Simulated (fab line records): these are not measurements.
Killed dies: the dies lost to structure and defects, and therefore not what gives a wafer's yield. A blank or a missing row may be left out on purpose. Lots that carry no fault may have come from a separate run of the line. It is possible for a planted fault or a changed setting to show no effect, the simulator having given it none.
fab line records + flow n5_finfet + part 2 of 2: steps 5 to 6 of 6
record
- lots=22
- wafers=66
- last_day=17
route steps=1938 shown BEOL_M10@1509 BEOL_M11@1549
lots untouched by any fault: they come from a run of this same line in which no faults occurred
start_h: start of the lot's first displayed wafer, in hours after the record's first day + wait_h: hours elapsed since this lot's preceding step + " same as the row above + L1.1+2: one row covering several wafers at once + - no value present, or no start provided + * or withheld: withheld + < > ~ a bound
route shown NAME@n: names a module that has steps shown in the file, with the first one's number in the route + usual: mean and standard deviation over wafers with no fault + same: alike in all rows + chamber/n: place in a boat + sites: each site's reading + _std_site: standard deviation of those values + _edge_site: inner sites' mean taken away from outer sites' mean + radius_mm: how far each site lies from the wafer's centre + mask NAME#n: copy n + behind: tool/chamber where the wafer was last shaped + hold: why the lot was held/for how many hours/how that ended + device: names the non-switching transistor (n, p or np) + end of line: the route-end tests of the same wafers + a step given without rows: its recipe and nothing more + killed: dies lost to structure and defects at the first sort, not the wafer's yield + map: shows each die of a wafer: x if killed, . if not, _ if none is there
set.NAME: the run value of the setting; set.NAME@STEP: its run value at that earlier step + model.NAME: the simulator's own value behind a step, which no gauge read
steps of the route over a sample of lots; a table a step, a row a wafer
services: the hour from which a tool's chamber was out of use, counted from the record's first day as start_h (under 0 if before that day), plus the number of hours and why
## steps
# step N5_BEOL_M11_VIA_ETCH_34
# recipe
- chemistry=C4F6/O2
- target=SiCOH_lowk
- target_depth_a=1845
- mask_material=SOC
- taper_deg=4
- time_s=69.2
- ion_energy_ev=250
- pressure_mtorr=30
- source_w=345
- bias_w=185
- Ar_flow_sccm=300
- C4F6_flow_sccm=10
- O2_flow_sccm=10
# usual
- O2_flow_sccm=9.999/0.029
- drypump_motor_current_A=5.6/0.51
- oes_o_777_au=0.84/0.099
- oes_product_au=0.83/0.1
- rf_vpp_V=656/12
- showerhead_plenum_p_Torr=2.84/0.1
- throttle_valve_pct=20.71/0.27
| lot.wafer | tool        | chamber | start_h | wait_h | O2_flow_sccm | drypump_motor_current_A | oes_o_777_au | oes_product_au | rf_hours_counter_h | rf_vpp_V | showerhead_plenum_p_Torr | throttle_valve_pct |
|-----------|-------------|---------|---------|--------|--------------|-------------------------|--------------|----------------|--------------------|----------|--------------------------|--------------------|
| L074.4    | rie_diel-03 | 3       | 211.08  | 0.0    | 9.989        | 5.4                     | 0.96         | 0.95           | -                  | 654      | 2.80                     | 20.85              |
| L074.5    | "           | 1       | "       | "      | 10.001       | 4.9                     | 0.85         | 0.84           | -                  | 670      | 2.98                     | 21.04              |
| L074.6    | "           | 2       | "       | "      | 9.968        | 6.6                     | 0.78         | 0.75           | -                  | 669      | 2.94                     | 20.75              |
| L075.2    | rie_diel-04 | 2       | 227.70  | 0.0    | 9.981        | 6.3                     | 0.74         | 0.70           | 233                | 640      | 2.79                     | 21.09              |
| L075.3    | "           | 3       | "       | "      | 9.960        | 6.1                     | 0.77         | 0.77           | 141                | 644      | 2.72                     | 20.81              |
| L075.4    | "           | 0       | "       | "      | 9.992        | 5.1                     | 0.69         | 0.71           | 223                | 676      | 2.69                     | 20.77              |
| L077.2    | rie_diel-05 | 0       | 232.73  | 0.0    | 9.996        | 5.5                     | 0.86         | 0.85           | 63                 | 663      | 2.88                     | 20.38              |
| L077.4    | "           | 0       | "       | "      | 9.967        | 5.5                     | 0.86         | 0.85           | -                  | 663      | 2.88                     | 20.38              |
| L077.5    | "           | 3       | "       | "      | 10.004       | 5.0                     | 0.95         | 0.95           | -                  | 644      | 2.79                     | 20.21              |
| L076.1    | rie_diel-03 | 0       | 236.20  | 0.0    | 9.989        | 5.6                     | 1.00         | 0.98           | 5                  | 648      | 2.79                     | 20.70              |
| L076.3    | "           | 3       | "       | "      | 10.017       | 5.5                     | 0.94         | 0.94           | 18                 | 652      | 2.80                     | 20.87              |
| L076.4    | "           | 1       | "       | "      | 10.022       | 4.9                     | 0.85         | 0.83           | 66                 | 668      | 2.98                     | 21.05              |
| L078.1    | rie_diel-05 | 0       | 243.96  | 0.0    | 9.952        | 5.5                     | 0.85         | 0.85           | 67                 | 662      | 2.88                     | 20.38              |
| L078.2    | "           | 1       | "       | "      | 10.043       | 5.8                     | 0.96         | 0.98           | 0                  | 670      | 3.04                     | 20.53              |
| L078.4    | "           | 3       | "       | "      | 10.006       | 5.0                     | 0.94         | 0.95           | -                  | 645      | 2.79                     | 20.20              |
| L080.1    | rie_diel-04 | 2       | 255.35  | 0.0    | 10.023       | 6.3                     | 0.72         | 0.70           | 241                | 641      | 2.79                     | 21.11              |
| L080.5    | "           | 1       | "       | "      | 10.028       | 5.0                     | 0.71         | 0.70           | -                  | 643      | 2.72                     | 20.95              |
| L080.6    | "           | 2       | "       | "      | 9.976        | 6.3                     | 0.73         | 0.68           | -                  | 641      | 2.79                     | 21.10              |
| L079.2    | rie_diel-03 | 2       | 255.38  | 0.0    | 10.036       | 6.6                     | 0.76         | 0.74           | 179                | 667      | 2.93                     | 20.78              |
| L079.3    | "           | 0       | "       | "      | 10.036       | 5.7                     | 0.97         | 0.93           | 13                 | 649      | 2.79                     | 20.71              |
| L079.5    | "           | 3       | "       | "      | 9.970        | 5.5                     | 0.93         | 0.92           | -                  | 652      | 2.79                     | 20.90              |
| L081.2    | rie_diel-04 | 1       | 258.14  | 0.0    | 9.965        | 5.0                     | 0.70         | 0.70           | 189                | 642      | 2.72                     | 20.94              |
| L081.3    | "           | 2       | "       | "      | 10.007       | 6.3                     | 0.72         | 0.68           | 242                | 642      | 2.79                     | 21.10              |
| L081.5    | "           | 3       | "       | "      | 9.967        | 6.0                     | 0.76         | 0.75           | -                  | 645      | 2.72                     | 20.83              |
| L082.1    | rie_diel-03 | 1       | 273.05  | 0.0    | 9.996        | 4.9                     | 0.83         | 0.82           | 74                 | 669      | 2.97                     | 21.07              |
| L082.4    | "           | 3       | "       | "      | 10.019       | 5.4                     | 0.92         | 0.91           | 30                 | 652      | 2.79                     | 20.89              |
| L082.6    | "           | 3       | "       | "      | 10.043       | 5.4                     | 0.91         | 0.91           | -                  | 652      | 2.79                     | 20.91              |
| L083.1    | rie_diel-04 | 3       | 275.17  | 0.0    | 10.049       | 6.1                     | 0.77         | 0.74           | 155                | 645      | 2.72                     | 20.85              |
| L083.2    | "           | 2       | "       | "      | 10.012       | 6.3                     | 0.72         | 0.69           | 246                | 641      | 2.79                     | 21.11              |
| L083.5    | "           | 3       | "       | "      | 10.027       | 6.1                     | 0.76         | 0.74           | -                  | 645      | 2.72                     | 20.86              |
| L085.2    | rie_diel-05 | 1       | 285.18  | 0.0    | 9.926        | 5.8                     | 0.90         | 0.94           | 14                 | 671      | 3.03                     | 20.56              |
| L085.5    | "           | 3       | "       | "      | 9.979        | 5.0                     | 0.91         | 0.92           | -                  | 644      | 2.78                     | 20.22              |
| L085.6    | "           | 0       | "       | "      | 10.062       | 5.5                     | 0.82         | 0.84           | -                  | 663      | 2.88                     | 20.40              |
| L086.1    | rie_diel-04 | 1       | 306.70  | 0.0    | 9.959        | 5.0                     | 0.70         | 0.68           | 206                | 641      | 2.71                     | 20.98              |
| L086.3    | "           | 0       | "       | "      | 10.029       | 5.1                     | 0.67         | 0.69           | 250                | 674      | 2.68                     | 20.80              |
| L086.4    | "           | 3       | "       | "      | 10.008       | 6.0                     | 0.76         | 0.74           | -                  | 645      | 2.71                     | 20.87              |
| L087.3    | rie_diel-03 | 3       | 306.97  | 0.0    | 10.006       | 5.5                     | 0.91         | 0.90           | 37                 | 651      | 2.79                     | 20.91              |
| L087.4    | "           | 1       | "       | "      | 9.982        | 4.9                     | 0.82         | 0.83           | 82                 | 670      | 2.97                     | 21.09              |
| L087.6    | "           | 0       | "       | "      | 10.048       | 5.6                     | 0.94         | 0.92           | -                  | 649      | 2.78                     | 20.74              |
| L088.3    | rie_diel-05 | 3       | 313.01  | 0.0    | 9.996        | 5.0                     | 0.90         | 0.90           | 35                 | 645      | 2.78                     | 20.23              |
| L088.5    | "           | 2       | "       | "      | 9.995        | 5.7                     | 0.96         | 0.95           | -                  | 664      | 2.91                     | 20.32              |
| L088.6    | "           | 3       | "       | "      | 10.018       | 5.0                     | 0.90         | 0.90           | -                  | 645      | 2.78                     | 20.22              |
| L089.4    | rie_diel-03 | 3       | 314.64  | 0.0    | 10.010       | 5.4                     | 0.91         | 0.89           | 39                 | 650      | 2.79                     | 20.89              |
| L089.5    | "           | 1       | "       | "      | 9.957        | 4.9                     | 0.82         | 0.81           | -                  | 670      | 2.97                     | 21.09              |
| L089.6    | "           | 0       | "       | "      | 9.990        | 5.7                     | 0.94         | 0.91           | -                  | 648      | 2.78                     | 20.74              |
| L090.3    | rie_diel-04 | 1       | 319.78  | 0.0    | 9.993        | 5.0                     | 0.69         | 0.68           | 213                | 641      | 2.71                     | 20.98              |
| L090.5    | "           | 1       | "       | "      | 10.024       | 5.0                     | 0.69         | 0.67           | -                  | 642      | 2.71                     | 20.99              |
| L090.6    | "           | 3       | "       | "      | 10.032       | 6.0                     | 0.75         | 0.73           | -                  | 644      | 2.71                     | 20.86              |
| L094.1    | rie_diel-04 | 2       | 336.35  | 0.0    | 10.011       | 6.3                     | 1.01         | 0.96           | 11                 | 640      | 2.78                     | 20.84              |
| L094.2    | "           | 0       | "       | "      | 9.960        | 5.1                     | 0.98         | 1.01           | 0                  | 673      | 3.02                     | 20.41              |
| L094.6    | "           | 0       | "       | "      | 9.991        | 5.1                     | 0.98         | 1.01           | -                  | 672      | 3.02                     | 20.41              |
| L092.1    | rie_diel-03 | 3       | 336.63  | 0.0    | 9.966        | 5.5                     | 0.89         | 0.88           | 46                 | 650      | 2.78                     | 20.89              |
| L092.3    | "           | 2       | "       | "      | 9.994        | 6.6                     | 0.75         | 0.73           | 199                | 669      | 2.92                     | 20.79              |
| L092.6    | "           | 0       | "       | "      | 9.970        | 5.6                     | 0.93         | 0.89           | -                  | 648      | 2.78                     | 20.75              |
| L093.2    | rie_diel-05 | 1       | 339.26  | 0.0    | 10.002       | 5.8                     | 0.88         | 0.89           | 28                 | 671      | 3.03                     | 20.57              |
| L093.4    | "           | 3       | "       | "      | 10.007       | 5.0                     | 0.88         | 0.88           | 42                 | 643      | 2.77                     | 20.27              |
| L093.6    | "           | 3       | "       | "      | 10.005       | 5.0                     | 0.89         | 0.89           | -                  | 644      | 2.77                     | 20.26              |
| L095.1    | rie_diel-05 | 1       | 359.87  | 0.0    | 9.964        | 5.8                     | 0.86         | 0.89           | 34                 | 671      | 3.02                     | 20.59              |
| L095.5    | "           | 1       | "       | "      | 10.001       | 5.8                     | 0.87         | 0.89           | -                  | 669      | 3.02                     | 20.59              |
| L095.6    | "           | 0       | "       | "      | 10.005       | 5.5                     | 0.81         | 0.81           | -                  | 664      | 2.87                     | 20.43              |
| L096.1    | rie_diel-05 | 1       | 370.05  | 0.0    | 9.971        | 5.8                     | 0.86         | 0.89           | 37                 | 670      | 3.02                     | 20.60              |
| L096.2    | "           | 2       | "       | "      | 9.996        | 5.7                     | 0.92         | 0.91           | 29                 | 664      | 2.90                     | 20.33              |
| L096.6    | "           | 1       | "       | "      | 9.971        | 5.8                     | 0.86         | 0.88           | -                  | 671      | 3.02                     | 20.58              |
| L097.1    | rie_diel-04 | 2       | 374.20  | 0.0    | 10.024       | 6.3                     | 0.97         | 0.94           | 24                 | 641      | 2.77                     | 20.86              |
| L097.3    | "           | 3       | "       | "      | 10.051       | 6.1                     | 0.73         | 0.72           | 193                | 644      | 2.70                     | 20.90              |
| L097.5    | "           | 2       | "       | "      | 10.013       | 6.3                     | 0.97         | 0.95           | -                  | 640      | 2.77                     | 20.86              |
# step N5_BEOL_M11_CD_MEAS_35
# recipe
- target_cd_nm=70
- polarity=opening
# usual
- cd_nm=70.0/0.61
| lot.wafer | tool      | chamber | start_h | wait_h | cd_nm |
|-----------|-----------|---------|---------|--------|-------|
| L074.4    | cd_sem-02 | -       | 211.50  | 0.0    | 70.5  |
| L074.5    | "         | -       | "       | "      | 70.7  |
| L074.6    | "         | -       | "       | "      | 70.9  |
| L075.2    | cd_sem-02 | -       | 228.14  | 0.0    | 70.0  |
| L075.3    | "         | -       | "       | "      | 70.0  |
| L075.4    | "         | -       | "       | "      | 70.0  |
| L077.2    | cd_sem-03 | -       | 233.16  | 0.0    | 69.8  |
| L077.4    | "         | -       | "       | "      | 69.6  |
| L077.5    | "         | -       | "       | "      | 70.4  |
| L076.1    | cd_sem-01 | -       | 236.66  | 0.0    | 70.3  |
| L076.3    | "         | -       | "       | "      | 70.9  |
| L076.4    | "         | -       | "       | "      | 71.1  |
| L078.1    | cd_sem-03 | -       | 244.40  | 0.0    | 70.7  |
| L078.2    | "         | -       | "       | "      | 70.3  |
| L078.4    | "         | -       | "       | "      | 69.8  |
| L080.1    | cd_sem-03 | -       | 255.79  | 0.0    | 69.2  |
| L080.5    | "         | -       | "       | "      | 69.7  |
| L080.6    | "         | -       | "       | "      | 69.9  |
| L079.2    | cd_sem-02 | -       | 255.82  | 0.0    | 69.2  |
| L079.3    | "         | -       | "       | "      | 69.9  |
| L079.5    | "         | -       | "       | "      | 69.9  |
| L081.2    | cd_sem-02 | -       | 258.58  | 0.0    | 69.6  |
| L081.3    | "         | -       | "       | "      | 69.6  |
| L081.5    | "         | -       | "       | "      | 69.7  |
| L082.1    | cd_sem-03 | -       | 273.48  | 0.0    | 70.3  |
| L082.4    | "         | -       | "       | "      | 69.6  |
| L082.6    | "         | -       | "       | "      | 70.8  |
| L083.1    | cd_sem-01 | -       | 275.60  | 0.0    | 70.5  |
| L083.2    | "         | -       | "       | "      | 69.8  |
| L083.5    | "         | -       | "       | "      | 70.3  |
| L085.2    | cd_sem-03 | -       | 285.62  | 0.0    | 69.2  |
| L085.5    | "         | -       | "       | "      | 70.5  |
| L085.6    | "         | -       | "       | "      | 69.9  |
| L086.1    | cd_sem-02 | -       | 307.14  | 0.0    | 70.8  |
| L086.3    | "         | -       | "       | "      | 70.0  |
| L086.4    | "         | -       | "       | "      | 72.1  |
| L087.3    | cd_sem-01 | -       | 307.42  | 0.0    | 70.6  |
| L087.4    | "         | -       | "       | "      | 71.2  |
| L087.6    | "         | -       | "       | "      | 71.8  |
| L088.3    | cd_sem-01 | -       | 313.45  | 0.0    | 69.2  |
| L088.5    | "         | -       | "       | "      | 70.0  |
| L088.6    | "         | -       | "       | "      | 69.7  |
| L089.4    | cd_sem-03 | -       | 315.08  | 0.0    | 68.7  |
| L089.5    | "         | -       | "       | "      | 69.4  |
| L089.6    | "         | -       | "       | "      | 69.4  |
| L090.3    | cd_sem-02 | -       | 320.22  | 0.0    | 69.3  |
| L090.5    | "         | -       | "       | "      | 69.1  |
| L090.6    | "         | -       | "       | "      | 70.4  |
| L094.1    | cd_sem-03 | -       | 336.79  | 0.0    | 70.1  |
| L094.2    | "         | -       | "       | "      | 68.3  |
| L094.6    | "         | -       | "       | "      | 69.1  |
| L092.1    | cd_sem-03 | -       | 337.08  | 0.0    | 69.0  |
| L092.3    | "         | -       | "       | "      | 68.6  |
| L092.6    | "         | -       | "       | "      | 69.8  |
| L093.2    | cd_sem-03 | -       | 339.71  | 0.0    | 69.6  |
| L093.4    | "         | -       | "       | "      | 69.8  |
| L093.6    | "         | -       | "       | "      | 69.7  |
| L095.1    | cd_sem-01 | -       | 360.31  | 0.0    | 68.9  |
| L095.5    | "         | -       | "       | "      | 69.5  |
| L095.6    | "         | -       | "       | "      | 69.3  |
| L096.1    | cd_sem-02 | -       | 370.49  | 0.0    | 69.2  |
| L096.2    | "         | -       | "       | "      | 68.8  |
| L096.6    | "         | -       | "       | "      | 69.4  |
| L097.1    | cd_sem-02 | -       | 374.64  | 0.0    | 69.7  |
| L097.3    | "         | -       | "       | "      | 70.0  |
| L097.5    | "         | -       | "       | "      | 70.1  |
## services
| tool        | chamber | start_h | hours | kind                          |
|-------------|---------|---------|-------|-------------------------------|
| rie_diel-04 | 1       | 183.48  | 4.8   | repair                        |
| rie_diel-06 | 3       | 219.51  | 1.4   | repair                        |
| rie_diel-01 | 0       | 239.19  | -     | clean                         |
| rie_diel-01 | 0       | 239.19  | -     | consumable_replace:focus_ring |
| rie_diel-01 | 0       | 239.19  | -     | consumable_replace:showerhead |
| rie_diel-01 | 0       | 239.19  | 32.1  | scheduled_down                |
| rie_diel-01 | 0       | 239.19  | 32.1  | vent_cycle                    |
| rie_diel-02 | 1       | 259.35  | 18.6  | repair                        |
| rie_diel-01 | 1       | 271.35  | -     | clean                         |
| rie_diel-01 | 1       | 271.35  | -     | consumable_replace:focus_ring |
| rie_diel-01 | 1       | 271.35  | 14.4  | scheduled_down                |
| rie_diel-01 | 1       | 271.35  | 14.4  | vent_cycle                    |
| rie_diel-04 | 2       | 287.02  | -     | clean                         |
| rie_diel-04 | 2       | 287.02  | -     | consumable_replace:focus_ring |
| uv_cure-03  | -       | 322.08  | 8.3   | repair                        |
| rie_diel-02 | 3       | 329.31  | 13.5  | repair                        |
| rie_diel-03 | 1       | 342.20  | 1.8   | repair                        |
| uv_cure-03  | -       | 356.44  | 5.5   | repair                        |
| rie_diel-06 | -       | 358.14  | 0.3   | repair                        |
| rie_diel-04 | 1       | 359.38  | 18.2  | repair                        |
| uv_cure-02  | -       | 365.50  | 7.5   | pm                            |
| rie_diel-05 | 3       | 367.83  | 2.5   | repair                        |
| rie_diel-01 | 1       | 368.16  | 6.0   | repair                        |
| rie_diel-03 | 3       | 370.70  | 7.7   | repair                        |
